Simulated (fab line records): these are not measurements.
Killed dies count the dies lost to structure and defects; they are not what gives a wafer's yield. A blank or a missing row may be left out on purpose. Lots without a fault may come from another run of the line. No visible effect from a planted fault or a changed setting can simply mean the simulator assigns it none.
fab line records | flow n5-finfet
[record] lots = 5 wafers = 15 last-day = 20
route steps=1938 shown SD_EPI_N@263 BEOL_M4@1111 PASSIVATION@1936
lots with no fault: from the same line, run without faults
start-h: the number of hours between the record's first day and the start of the first shown wafer of the lot | wait-h: hours from the lot's prior step to this one | " unchanged from the row above | L1.1+2: one row covering several wafers at once | - no value present, or no start provided | * or withheld: withheld | < > ~ a bound
route shown NAME@n: NAME is a module with steps in the file, n the number in the route of the first one | usual: mean and standard deviation over wafers with no fault | same: alike in all rows | chamber/n: place in a boat | sites: per-site readings | _std_site: the standard deviation of these | _edge_site: the outer-site mean with the inner-site mean subtracted | radius-mm: for every site, how far away it sits from the centre of the wafer | mask NAME#n: copy n | behind: the most recent tool/chamber to have shaped the wafer | hold: why the lot was held/for how many hours/how that ended | device: which transistor (n, p or np) failed to switch | end of line: tests of these same wafers at the route's end | step lacking rows: just its recipe | killed: at the first sort, the dies lost to defects and structure; wafer yield is something else | map: a wafer's dies, x killed, . not, _ none there
set.NAME: the setting as run; set.NAME@STEP: as run at that earlier step | model.NAME: the simulator's own value behind a step, which no gauge read
lots seen at some steps along the route; tables by step, rows by wafer
services: when a tool's chamber went out of use (start-h, in hours from the record's first day, below 0 if earlier), for how many hours, and the reason
[[steps]]
[step N5_SD_EPI_N_COAT_33]
[recipe] resist = SiARC temp-c = 220 time-s = 60 spin-rpm = 1500 resist-thk-nm = 35
[step N5_SD_EPI_N_COAT_03]
[recipe] resist = CAR-ArF-block spin-rpm = 1500 resist-thk-nm = 150
[step N5_SD_EPI_N_EBR_05]
[recipe] solvent = PGMEA ebr-width-mm = 1.5
[step N5_SD_EPI_N_SOFTBAKE_04]
[recipe] temp-c = 110 time-s = 60 resist = CAR-ArF-block
[step N5_SD_EPI_N_EXPOSE_06]
[recipe] mask-id = SD_N_BLK na = 1.35 source-shape = conventional sigma-outer = 0.8 polarization = unpolarized target-cd-nm = 120 dose-mj = 39.75
[step N5_SD_EPI_N_PEB_07]
[recipe] peb-temp-c = 110 peb-time-s = 60 resist = CAR-ArF-block
[step N5_SD_EPI_N_DEVELOP_08]
[recipe] develop-time-s = 30 developer = TMAH resist = CAR-ArF-block dev-temp-c = 23 rinse-liquid = diw dry = air-spin
[step N5_SD_EPI_N_CD_MEAS_09]
[recipe] target-cd-nm = 120 landing-energy-ev = 500 detector = se-inlens
[usual] cd-nm = 119.6/0.84
// columns lot.wafer tool chamber start-h wait-h cd-nm
L298.1 cd-sem-03 0 65.79 - 120.8
L298.4 " 0 " " 121.3
L298.6 " 0 " " 119.5
L301.1 cd-sem-02 0 86.86 - 119.2
L301.3 " 0 " " 118.3
L301.6 " 0 " " 119.1
L306.1 cd-sem-03 0 117.61 - 121.0
L306.5 " 0 " " 120.0
L306.6 " 0 " " 119.5
L309.1 cd-sem-03 0 130.79 - 121.0
L309.3 " 0 " " 121.2
L309.4 " 0 " " 120.6
L313.1 cd-sem-02 0 157.85 - 119.7
L313.4 " 0 " " 119.9
L313.6 " 0 " " 120.8
[step N5_SD_EPI_N_OVL_MEAS_10]
[recipe] points-per-wafer = 44
[usual] SD_N_BLK_OVL = 0.2/0.86
// columns lot.wafer tool chamber start-h wait-h SD_N_BLK_OVL[nm]
L298.1 overlay-02 0 65.82 0.0 -0.4
L298.4 " 0 " " -0.8
L298.6 " 0 " " 0.2
L301.1 overlay-02 0 86.89 0.0 1.8
L301.3 " 0 " " 2.6
L301.6 " 0 " " 1.1
L306.1 overlay-01 0 117.64 0.0 -1.5
L306.5 " 0 " " -0.1
L306.6 " 0 " " -0.6
L309.1 overlay-02 0 130.82 0.0 -0.2
L309.3 " 0 " " -0.1
L309.4 " 0 " " 0.4
L313.1 overlay-01 0 157.88 0.0 0.5
L313.4 " 0 " " 0.2
L313.6 " 0 " " 0.1
[step N5_SD_EPI_N_INSPECT_11]
[recipe] mode = adi inspect-instrument = macro
[usual] raw-defect-count = 2.2/1.4
// columns lot.wafer tool chamber start-h wait-h raw-defect-count
L298.1 defect-inspect-01 - 65.84 0.0 3
L298.4 " - " " 1
L298.6 " - " " 3
L301.1 defect-inspect-01 - 86.91 0.0 0
L301.3 " - " " 3
L301.6 " - " " 4
L306.1 defect-inspect-02 - 117.67 0.0 1
L306.5 " - " " 2
L306.6 " - " " 2
L309.1 defect-inspect-02 - 130.84 0.0 4
L309.3 " - " " 3
L309.4 " - " " 2
L313.1 defect-inspect-01 - 157.91 0.0 2
L313.4 " - " " 2
L313.6 " - " " 4
[step N5_SD_EPI_N_DESCUM_14]
[recipe] chemistry = O2 time-s = 7.9 source-power-w = 50 bias-power-w = 20 pressure-mtorr = 20 rf-frequency-hz = 2.712e+07 temp-c = 40 resist = CAR-ArF-block o2-flow-sccm = 225
[usual] drypump-motor-current-A = 5.65/0.23 oes-product-au = 0.76/0.069 rf-vpp-V = 243.4/1.4 showerhead-plenum-p-Torr = 2.10/0.065 throttle-valve-pct = 20.54/0.25
// columns lot.wafer tool chamber start-h wait-h drypump-motor-current-A oes-product-au rf-hours-counter-h rf-vpp-V showerhead-plenum-p-Torr throttle-valve-pct
L298.1 rie-diel-04 0 65.96 0.1 5.85 0.70 237 243.9 2.08 20.94
L298.4 " 3 " " 5.24 0.77 134 245.3 2.19 20.82
L298.6 " 3 " " 5.25 0.76 - 244.9 2.19 20.81
L301.1 rie-diel-03 1 86.95 0.0 5.76 0.81 78 241.9 2.04 20.65
L301.3 " 2 " " 5.97 0.76 141 244.2 2.17 20.36
L301.6 " 2 " " 5.97 0.77 - 244.0 2.17 20.36
L306.1 rie-diel-03 3 118.07 0.4 5.67 0.80 107 241.9 1.98 20.04
L306.5 " 0 " " 5.52 0.72 - 242.9 2.09 20.55
L306.6 " 3 " " 5.65 0.80 - 243.3 1.98 20.05
L309.1 rie-diel-04 3 130.87 0.0 5.23 0.76 146 244.1 2.19 20.83
L309.3 " 2 " " 5.42 0.70 217 243.9 2.16 20.46
L309.4 " 1 " " 5.91 0.69 - 242.0 2.06 20.71
L313.1 rie-diel-01 0 157.94 0.0 5.77 0.84 79 243.4 2.02 20.25
L313.4 " 1 " " 5.54 0.85 56 245.4 2.18 20.28
L313.6 " 3 " " 5.87 0.68 - 241.8 2.04 20.24
[step N5_SD_EPI_N_ETCH_34]
[recipe] chemistry = CF4 target = SiARC target-depth-a = 455 mask-material = CAR-ArF-block time-s = 75.8 ion-energy-ev = 80 pressure-mtorr = 40 source-w = 545 bias-w = 36 Ar_flow_sccm = 100 cf4-flow-sccm = 100 ends = cleared
[usual] drypump-motor-current-A = 5.65/0.23 etch-rf-on-time-s = 76.3/2.7 oes-product-au = 0.65/0.059 rf-fwd-power-W = 539.9/2.2 rf-vpp-V = 184.2/1.1 showerhead-plenum-p-Torr = 2.15/0.06 throttle-valve-pct = 15.72/0.15
// columns lot.wafer tool chamber start-h wait-h drypump-motor-current-A etch-rf-on-time-s oes-product-au rf-fwd-power-W rf-hours-counter-h rf-vpp-V showerhead-plenum-p-Torr throttle-valve-pct
L298.1 rie-diel-04 0 66.00 0.0 5.92 73.4 0.60 541.1 237 183.5 2.11 16.04
L298.4 " 3 " " 5.23 79.1 0.64 541.3 134 185.0 2.22 15.87
L298.6 " 3 " " 5.24 79.4 0.65 540.6 - 185.6 2.22 15.86
L301.1 rie-diel-03 1 86.98 0.0 5.77 74.0 0.72 540.5 78 183.5 2.08 15.63
L301.3 " 2 " " 5.99 77.6 0.65 537.8 141 185.1 2.22 15.60
L301.6 " 2 " " 6.00 78.2 0.64 538.3 - 186.0 2.22 15.61
L306.1 rie-diel-03 3 118.11 0.0 5.69 76.8 0.70 539.7 107 183.8 2.07 15.52
L306.5 " 0 " " 5.52 71.2 0.63 537.4 - 182.7 2.12 15.62
L306.6 " 3 " " 5.67 77.3 0.69 538.1 - 182.2 2.07 15.50
L309.1 rie-diel-04 3 130.91 0.0 5.24 78.4 0.64 539.7 146 183.9 2.21 15.87
L309.3 " 2 " " 5.40 78.1 0.60 537.5 217 184.9 2.20 15.71
L309.4 " 1 " " 5.85 73.1 0.60 537.6 - 183.8 2.09 15.76
L313.1 rie-diel-01 0 157.97 0.0 5.76 74.6 0.72 538.7 79 184.2 2.09 15.54
L313.4 " 1 " " 5.52 76.2 0.73 543.7 56 185.9 2.25 15.60
L313.6 " 3 " " 5.86 79.9 0.58 542.7 - 182.8 2.12 15.68
[step N5_SD_EPI_N_ETCH_35]
[recipe] chemistry = N2/H2 target = SOC overetch-a = 1080 mask-material = SiARC temp-c = 40 ion-energy-ev = 100 source-w = 3000 bias-w = 133 pressure-mtorr = 20 time-s = 486 n2-flow-sccm = 200 h2-flow-sccm = 200
[usual] drypump-motor-current-A = 5.66/0.23 oes-product-au = 0.68/0.057 rf-fwd-power-W = 2997/8.1 rf-vpp-V = 240.8/1.2 showerhead-plenum-p-Torr = 2.55/0.083 throttle-valve-pct = 23.94/0.27
// columns lot.wafer tool chamber start-h wait-h drypump-motor-current-A oes-product-au rf-fwd-power-W rf-hours-counter-h rf-vpp-V showerhead-plenum-p-Torr throttle-valve-pct model.SD_EPI_N.cd-nm model.SiARC_of_SD_EPI_N_COAT_33.thk-nm
L298.1 rie-diel-04 0 66.05 0.0 5.86 0.63 3000 237 240.1 2.49 23.88 121.6 19.4
L298.4 " 3 " " 5.25 0.69 3003 134 242.8 2.66 24.25 120.2 20.4
L298.6 " 3 " " 5.24 0.69 3005 - 241.8 2.66 24.24 118.2 20.6
L301.1 rie-diel-03 1 87.04 0.0 5.77 0.74 2993 79 238.3 2.45 23.98 118.6 19.6
L301.3 " 2 " " 5.97 0.69 2987 141 242.3 2.64 23.68 118.2 20.2
L301.6 " 2 " " 5.95 0.69 2988 - 241.4 2.65 23.67 118.6 20.4
L306.1 rie-diel-03 3 118.16 0.0 5.67 0.74 3702 107 223.7 2.43 23.36 123.8 17.4
L306.5 " 0 " " 5.51 0.65 2990 - 240.3 2.50 23.60 117.8 19.2
L306.6 " 3 " " 5.65 0.73 3712 - 223.1 2.43 23.34 122 17.4
L309.1 rie-diel-04 3 130.96 0.0 5.25 0.69 2993 146 241.9 2.65 24.27 120.2 20.6
L309.3 " 2 " " 5.39 0.63 2996 217 241.7 2.64 24.00 120 20.2
L309.4 " 1 " " 5.90 0.62 2996 - 239.5 2.51 24.26 120.8 19.4
L313.1 rie-diel-01 0 158.03 0.0 5.76 0.74 3012 79 239.2 2.47 23.75 118.8 19.8
L313.4 " 1 " " 5.54 0.77 2995 56 243.7 2.68 24.00 119.2 19.6
L313.6 " 3 " " 5.89 0.63 3016 - 238.9 2.51 23.87 119.2 20.4
[step N5_SD_EPI_N_STRIP_36]
[recipe] chemistry = N2/H2 temp-c = 40 n2-flow-sccm = 200 h2-flow-sccm = 200 rf-frequency-hz = 6e+07
[step N5_SD_EPI_N_ETCHBACK_44]
[recipe] chemistry = CH3F/O2 mode = anisotropic-etchback target = SiNx target-depth-a = 145 stop-on = SiO2 over-etch-frac = 0.3 ion-energy-ev = 120 pressure-mtorr = 30 source-w = 395 bias-w = 73 Ar_flow_sccm = 150 CH3F_flow_sccm = 30 O2_flow_sccm = 20
[usual] drypump-motor-current-A = 5.65/0.23 oes_o_777_au = 0.76/0.066 oes-product-au = 0.65/0.054 rf-vpp-V = 299/10 showerhead-plenum-p-Torr = 2.00/0.058 throttle-valve-pct = 16.45/0.15
// columns lot.wafer tool chamber start-h wait-h drypump-motor-current-A oes_o_777_au oes-product-au rf-hours-counter-h rf-vpp-V showerhead-plenum-p-Torr throttle-valve-pct
L298.1 rie-diel-04 0 66.38 0.0 5.87 0.72 0.60 238 301 1.97 16.75
L298.4 " 3 " " 5.23 0.74 0.66 134 304 2.07 16.53
L298.6 " 3 " " 5.24 0.73 0.66 - 304 2.07 16.54
L301.1 rie-diel-03 1 87.36 0.0 5.80 0.85 0.71 79 283 1.95 16.47
L301.3 " 2 " " 5.94 0.75 0.65 141 296 2.08 16.37
L301.6 " 2 " " 5.92 0.74 0.66 - 298 2.08 16.36
L306.1 rie-diel-03 3 118.49 0.0 5.67 0.80 0.70 107 293 1.93 16.26
L306.5 " 0 " " 5.53 0.75 0.61 - 287 1.99 16.38
L306.6 " 3 " " 5.64 0.80 0.70 - 292 1.93 16.27
L309.1 rie-diel-04 3 131.29 0.0 5.22 0.73 0.65 146 305 2.06 16.57
L309.3 " 2 " " 5.44 0.71 0.61 217 304 2.06 16.42
L309.4 " 1 " " 5.95 0.73 0.60 - 301 1.94 16.48
L313.1 rie-diel-01 0 158.36 0.0 5.75 0.85 0.71 79 281 1.94 16.28
L313.4 " 1 " " 5.54 0.81 0.73 56 318 2.11 16.34
L313.6 " 3 " " 5.88 0.67 0.59 - 309 1.96 16.27
[step N5_SD_EPI_N_ETCH_45]
[recipe] chemistry = CH3F/O2 target = SiOCN target-depth-a = 60 mask-material = SOC ion-energy-ev = 60 bias-w = 29 pressure-mtorr = 15 source-w = 410 Ar_flow_sccm = 150 CH3F_flow_sccm = 30 O2_flow_sccm = 20
[usual] drypump-motor-current-A = 5.65/0.23 oes-product-au = 0.76/0.067 rf-fwd-power-W = 408.5/1.4 rf-vpp-V = 127.4/0.98 showerhead-plenum-p-Torr = 2.00/0.058 throttle-valve-pct = 23.40/0.19
// columns lot.wafer tool chamber start-h wait-h drypump-motor-current-A oes-product-au rf-fwd-power-W rf-hours-counter-h rf-vpp-V showerhead-plenum-p-Torr throttle-valve-pct
L298.1 rie-diel-04 0 66.48 0.1 5.85 0.71 409.0 238 125.8 1.96 23.66
L298.4 " 3 " " 5.24 0.77 408.7 134 128.5 2.06 23.50
L298.6 " 3 " " 5.22 0.76 407.6 - 126.9 2.06 23.50
L301.1 rie-diel-03 1 87.46 0.1 5.77 0.82 408.2 79 126.3 1.94 23.68
L301.3 " 2 " " 5.98 0.76 408.0 141 127.7 2.08 23.31
L301.6 " 2 " " 6.01 0.76 407.9 - 129.0 2.08 23.34
L306.1 rie-diel-03 3 118.59 0.1 5.64 0.80 408.6 107 126.7 1.93 23.22
L306.5 " 0 " " 5.53 0.73 406.9 - 128.2 1.98 23.37
L306.6 " 3 " " 5.66 0.79 411.6 - 127.0 1.93 23.21
L309.1 rie-diel-04 3 131.39 0.1 5.22 0.76 409.7 146 128.3 2.06 23.52
L309.3 " 2 " " 5.40 0.70 407.9 217 127.3 2.05 23.21
L309.4 " 1 " " 5.92 0.70 406.6 - 127.4 1.94 23.36
L313.1 rie-diel-01 0 158.46 0.1 5.74 0.85 408.5 79 127.1 1.94 23.28
L313.4 " 1 " " 5.56 0.86 412.3 56 127.2 2.10 23.36
L313.6 " 3 " " 5.89 0.68 408.6 - 127.3 1.95 23.15
[step N5_SD_EPI_N_ETCH_16]
[recipe] chemistry = CHF3/O2 target = SiO2 target-depth-a = 50 mask-material = SOC pressure-mtorr = 30 source-w = 650 bias-w = 170 Ar_flow_sccm = 200 CHF3_flow_sccm = 50 O2_flow_sccm = 5 ion-energy-ev = 200
[usual] drypump-motor-current-A = 5.65/0.23 oes_o_777_au = 0.76/0.063 oes-product-au = 0.76/0.068 rf-fwd-power-W = 643.5/2.4 rf-vpp-V = 527/19 showerhead-plenum-p-Torr = 2.41/0.066 throttle-valve-pct = 19.00/0.15
// columns lot.wafer tool chamber start-h wait-h drypump-motor-current-A oes_o_777_au oes-product-au rf-fwd-power-W rf-hours-counter-h rf-vpp-V showerhead-plenum-p-Torr throttle-valve-pct model.SiARC_of_SD_EPI_N_COAT_33.thk-nm
L298.1 rie-diel-04 0 66.58 0.1 5.87 0.71 0.69 643.9 238 530 2.37 19.31 12
L298.4 " 3 " " 5.25 0.76 0.76 644.8 134 538 2.48 19.07 13.2
L298.6 " 3 " " 5.24 0.76 0.76 641.4 - 538 2.48 19.09 13.4
L301.1 rie-diel-03 1 87.56 0.1 5.79 0.86 0.84 640.8 79 499 2.34 19.03 12.4
L301.3 " 2 " " 5.95 0.77 0.76 643.8 141 523 2.50 18.85 13
L301.6 " 2 " " 5.98 0.77 0.77 643.5 - 523 2.50 18.83 13.2
L306.1 rie-diel-03 3 118.69 0.1 5.65 0.77 0.80 644.3 107 514 2.34 18.88 10.4
L306.5 " 0 " " 5.53 0.75 0.73 641.3 - 503 2.39 18.89 12
L306.6 " 3 " " 5.63 0.77 0.80 645.8 - 513 2.34 18.88 10.4
L309.1 rie-diel-04 3 131.49 0.1 5.25 0.75 0.76 641.0 146 535 2.48 19.08 13.2
L309.3 " 2 " " 5.38 0.71 0.70 646.0 217 536 2.48 18.93 13
L309.4 " 1 " " 5.89 0.71 0.70 638.3 - 531 2.35 19.01 11.8
L313.1 rie-diel-01 0 158.56 0.1 5.73 0.82 0.85 639.7 79 495 2.35 18.90 12.6
L313.4 " 1 " " 5.53 0.80 0.86 643.8 56 563 2.54 18.96 11.8
L313.6 " 3 " " 5.87 0.66 0.68 645.3 - 546 2.37 18.83 13.2
[step N5_SD_EPI_N_STRIP_47]
[recipe] chemistry = CHF3/O2 resist = SiARC rf-frequency-hz = 6e+07
[step N5_SD_EPI_N_SD_RECESS_17]
[recipe] chemistry = HBr/Cl2/O2 target-depth-a = 410 mask-material = SOC time-s = 23.7 bt-time-s = 3 pressure-mtorr = 10 icp-w = 800 bias-w = 112 HBr_flow_sccm = 150 Cl2_flow_sccm = 80 O2_flow_sccm = 12
[usual] drypump-motor-current-A = 5.8/0.48 oes_o_777_au = 0.990/0.022 oes-product-au = 0.998/0.016 throttle-valve-pct = 37.1/0.46
// columns lot.wafer tool chamber start-h wait-h drypump-motor-current-A oes_o_777_au oes-product-au rf-hours-counter-h throttle-valve-pct model.SD_EPI_N.cd-nm
L298.1 rie-si-03 3 66.65 0.0 5.4 0.940 0.976 108 36.6 121.8
L298.4 " 2 " " 6.5 0.961 0.991 30 36.8 120.2
L298.6 " 1 " " 5.9 1.010 1.009 - 37.1 118.2
L301.1 rie-si-01 3 87.63 0.0 5.5 0.980 0.983 111 36.5 118.6
L301.3 " 2 " " 5.3 0.979 0.991 1 37.1 118.2
L301.6 " 2 " " 5.3 0.976 0.993 - 37.1 118.6
L306.1 rie-si-06 2 118.76 0.0 5.8 0.986 0.990 193 37.1 124.2
L306.5 " 0 " " 4.8 1.028 1.029 - 37.2 117.8
L306.6 " 3 " " 6.3 1.021 1.007 - 37.1 122.2
L309.1 rie-si-01 1 131.56 0.0 5.3 0.979 0.993 5 37.4 120.2
L309.3 " 2 " " 5.3 0.971 0.989 2 37.1 120
L309.4 " 0 " " 6.2 0.986 1.007 9 38.2 120.8
L313.1 rie-si-06 3 158.63 0.0 6.3 1.027 1.006 191 37.1 119
L313.4 " 2 " " 5.8 0.981 0.991 194 37.1 119.2
L313.6 " 2 " " 5.8 0.991 0.997 - 37.1 119.2
[step N5_SD_EPI_N_STRIP_38]
[recipe] chemistry = N2/H2 power-w = 1000 temp-c = 250 h2-frac = 0.65 overash-fraction = 0.3 pressure-mtorr = withheld n2-flow-sccm = 1750 h2-flow-sccm = 3250
[usual] drypump-motor-current-A = 6.1/0.3 heater-power-w = 299/14 oes-product-au = 0.762/0.011
// columns lot.wafer tool chamber start-h wait-h drypump-motor-current-A heater-power-w oes-product-au rf-hours-counter-h
L298.1 plasma-asher-02 1 66.74 0.1 6.3 289 0.765 30
L298.4 " 0 " " 5.9 291 0.774 -
L298.6 " 0 " " 6.0 288 0.756 -
L301.1 plasma-asher-01 0 87.73 0.1 6.6 309 0.789 94
L301.3 " 1 " " 5.8 334 0.758 -
L301.6 " 1 " " 5.8 321 0.763 -
L306.1 plasma-asher-02 1 118.85 0.1 6.3 280 0.766 38
L306.5 " 0 " " 5.9 287 0.757 -
L306.6 " 1 " " 6.3 291 0.771 -
L309.1 plasma-asher-01 1 131.66 0.1 5.7 331 0.752 103
L309.3 " 1 " " 5.7 331 0.764 -
L309.4 " 0 " " 6.6 305 0.772 -
L313.1 plasma-asher-01 1 158.72 0.1 5.7 324 0.763 108
L313.4 " 0 " " 6.6 307 0.764 -
L313.6 " 1 " " 5.8 326 0.765 -
[step N5_BEOL_M4_RC_MEAS_101]
[usual] DIBL_N = 36.1/2.3 DIBL_P = 36/3.2 IOFF_N = 0.16/0.045 IOFF_P = 0.21/0.049 ION_N = 674/14 ION_P = 462/8.4 SS_N = 71.6/0.83 SS_P = 73.2/0.87 VT_N = 249/3.8 VT_P = -250/3.4
// columns lot.wafer tool chamber start-h wait-h DIBL_N[mV/V] DIBL_P[mV/V] IOFF_N[nA/um] IOFF_P[nA/um] ION_N[uA/um] ION_P[uA/um] SS_N[mV/dec] SS_P[mV/dec] VT_N[mV] VT_P[mV]
L298.1 prober-01 0 259.92 0.0 38.4 42 0.23 0.32 695 476 71.7 74.3 243 -244
L298.4 " 0 " " 33.2 34 0.12 0.17 682 471 70.8 72.6 252 -250
L298.6 " 0 " " 40.3 43 0.27 0.34 689 469 72.4 74.6 239 -244
L301.1 prober-02 0 277.54 0.0 35.4 34 0.16 0.17 680 456 71.3 72.7 249 -253
L301.3 " 0 " " 34.4 35 0.15 0.20 681 465 70.9 72.7 247 -251
L301.6 " 0 " " 34.6 35 0.14 0.18 670 453 71.6 72.9 248 -253
L306.1 prober-02 0 317.41 0.0 38.7 39 0.18 0.27 694 480 72.5 74.5 248 -248
L306.5 " 0 " " 34.2 33 0.11 0.19 669 468 71.1 72.6 251 -249
L306.6 " 0 " " 34.9 34 0.12 0.22 648 457 71.4 72.3 252 -250
L309.1 prober-02 0 347.66 0.0 37.6 39 0.17 0.29 661 465 71.7 74.3 250 -246
L309.3 " 0 " " 35.5 33 0.13 0.18 664 458 71.2 72.5 253 -253
L309.4 " 0 " " 34.3 30 0.10 0.13 633 437 71.1 72.3 259 -259
L313.1 prober-02 0 355.51 0.0 32.8 31 0.12 0.17 675 467 70.1 72.3 249 -251
L313.4 " 0 " " 38.0 37 0.21 0.26 693 476 71.4 73.5 242 -247
L313.6 " 0 " " 34.9 34 0.16 0.22 682 478 70.3 73.2 245 -246
[step N5_PASSIVATION_PROBE_49]
[usual] defect-limited-yield = 90.9/1.6 killed_at_M0_to_M3 = 37/11 killed_at_M4_up = 15/5.6 killed-at-contacts = 13/6.4 killed-at-front-end = 39/11 killed-at-other = 4/3.1 killed-dies = 107/19 killed-open = 71/14 killed-short = 34/7.8 sort_bin_4_leakage = 0.01/0.053 sort_bin_5_function = 5.3/1 sort_bin_6_memory = 3.4/0.72 sort_bin_8_speed = 0.0/0.42 sort-n-pass = 1072/20 sort-yield-pct = 90.9/1.7
[same] gross-dies = 1180 killed-at-back-side = 0
// columns lot.wafer tool chamber start-h wait-h defect-limited-yield[%] killed_at_M0_to_M3 killed_at_M4_up killed-at-contacts killed-at-front-end killed-at-other killed-dies killed-open killed-short sort_bin_4_leakage[%] sort_bin_5_function[%] sort_bin_6_memory[%] sort_bin_8_speed[%] sort-n-pass sort-yield-pct[%]
L301.1 prober-02 - 395.28 0.0 92.3 23 18 27 21 2 91 64 25 0 4.3 3.0 0 1089 92.3
L301.3 prober-02 - 395.38 0.1 93.8 26 14 4 27 2 73 47 23 0 3.1 3.0 0 1107 93.8
L301.6 prober-02 - 395.53 0.3 92.5 34 15 21 14 4 88 64 21 0 4.6 2.7 0 1092 92.5
L313.1 prober-02 - 491.52 0.0 90.1 24 18 18 56 1 117 69 48 0 6.3 3.4 0 1063 90.1
L313.4 prober-02 - 491.67 0.2 89.4 22 17 15 68 3 125 86 36 0 6.6 3.7 0 1055 89.4
L313.6 prober-02 - 491.77 0.3 92.3 11 20 15 38 7 91 59 32 0 5.3 2.0 0 1089 92.3
// killed by level:class
L301.1 MOL_CONTACT_COAG:geometric-particle:open=24 BEOL_M4:geometric-particle:open=10 FIN_SAQP:geometric-particle:open=7 BEOL_M0_SAQP:geometric-particle:short=6 BEOL_M0_SAQP:geometric-particle:open=4 STI_FIN_REVEAL:geometric-particle:open=3 MOL_CONTACT_COAG:geometric-particle:short=3 BEOL_M1:geometric-particle:open=3
L301.3 FIN_SAQP:geometric-particle:open=6 STI_FIN_REVEAL:geometric-particle:open=5 BEOL_M0_SAQP:geometric-particle:short=5 BEOL_M4:geometric-particle:open=5 BEOL_M0:geometric-particle:open=4 FIN_SAQP:geometric-particle:short=3 MOL_CONTACT_COAG:geometric-particle:open=3 BEOL_M1:geometric-particle:open=3
L301.6 MOL_CONTACT_COAG:geometric-particle:open=17 BEOL_M4:geometric-particle:open=10 BEOL_M1:geometric-particle:open=7 BEOL_M0_SAQP:geometric-particle:short=7 STI_FIN_REVEAL:geometric-particle:open=4 MOL_CONTACT_COAG:geometric-particle:short=4 BEOL_M0_SAQP:geometric-particle:open=4 FIN_SAQP:geometric-particle:open=3
L313.1 MOL_CONTACT_COAG:geometric-particle:open=16 FIN_SAQP:geometric-particle:short=13 STI_FIN_REVEAL:geometric-particle:open=10 FIN_SAQP:geometric-particle:open=9 BEOL_M0_SAQP:geometric-particle:short=6 BEOL_M1:geometric-particle:open=5 BEOL_M2:geometric-particle:open=5 BEOL_M4:geometric-particle:open=5
L313.4 FIN_SAQP:geometric-particle:open=19 FIN_SAQP:geometric-particle:short=18 BEOL_M4:geometric-particle:open=14 STI_FIN_REVEAL:geometric-particle:open=13 MOL_CONTACT_COAG:geometric-particle:open=12 BEOL_M0_SAQP:geometric-particle:open=6 BEOL_M3:geometric-particle:open=6 DUMMY_GATE:geometric-particle:open=5
L313.6 MOL_CONTACT_COAG:geometric-particle:open=14 BEOL_M4:geometric-particle:open=14 FIN_SAQP:geometric-particle:short=10 FIN_SAQP:geometric-particle:open=8 STI_FIN_REVEAL:geometric-particle:open=7 MIM_BOT:geometric-particle:short=4 BEOL_M2:geometric-particle:open=3 BEOL_M4:geometric-particle:short=3
[[services]]
// columns tool chamber start-h hours kind
rie-diel-04 - 50.82 2.8 pm
rie-diel-01 0 54.23 13.5 repair
rie-si-03 - 55.34 0.1 repair
rie-diel-03 0 56.45 17.9 repair
rie-diel-03 3 73.73 36.7 repair
rie-diel-04 3 94.76 1.6 repair
rie-si-03 2 108.52 10.7 repair
rie-si-03 1 112.46 5.5 repair
rie-diel-01 - 114.20 2.8 pm
rie-diel-03 2 115.16 18.1 repair
rie-diel-04 0 128.41 - clean
rie-diel-04 0 128.41 - consumable-replace:focus-ring
rie-diel-04 0 128.41 18.3 scheduled-down
rie-diel-04 0 128.41 18.3 vent-cycle
rie-diel-04 1 146.94 - clean
rie-diel-04 1 146.94 - consumable-replace:focus-ring
rie-diel-04 1 146.94 28.4 scheduled-down
rie-diel-04 1 146.94 28.4 vent-cycle
rie-si-01 2 147.40 13.5 repair
rie-si-03 0 147.93 2.0 repair
rie-si-03 3 156.43 7.0 repair
plasma-asher-02 - 157.59 1.5 repair
[[key]]
[first-sign] step = N5_SD_EPI_N_ETCH_35 reading = rf-fwd-power-W direction = up sigmas = 87 usual = * struck = *
[effect] step = N5_SD_EPI_N_ETCH_35 reading = rf-vpp-V direction = down sigmas = 14 usual = 240.8 struck = 223.4
[model-effect] step = N5_SD_EPI_N_ETCH_35 value = SD_EPI_N.cd-nm without = 119.2 struck = 122.9
[model-effect] step = N5_SD_EPI_N_ETCH_16 value = SiARC_of_SD_EPI_N_COAT_33.thk-nm without = 13.2 struck = 10.4
[model-effect] step = N5_SD_EPI_N_SD_RECESS_17 value = SD_EPI_N.cd-nm without = 119.4 struck = 123.2
met-at N5_SD_EPI_N_ETCH_35
struck-wafers L306.1,L306.6
[fault] kind = process-parameter-drift tool = rie-diel-03 chamber = 3 onset-h = 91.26 steps = N5_SD_EPI_N_ETCH_35 channel = source-w offset = 720 shape = step end-h = 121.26 acts-in = these-recipes-only stated = 3000
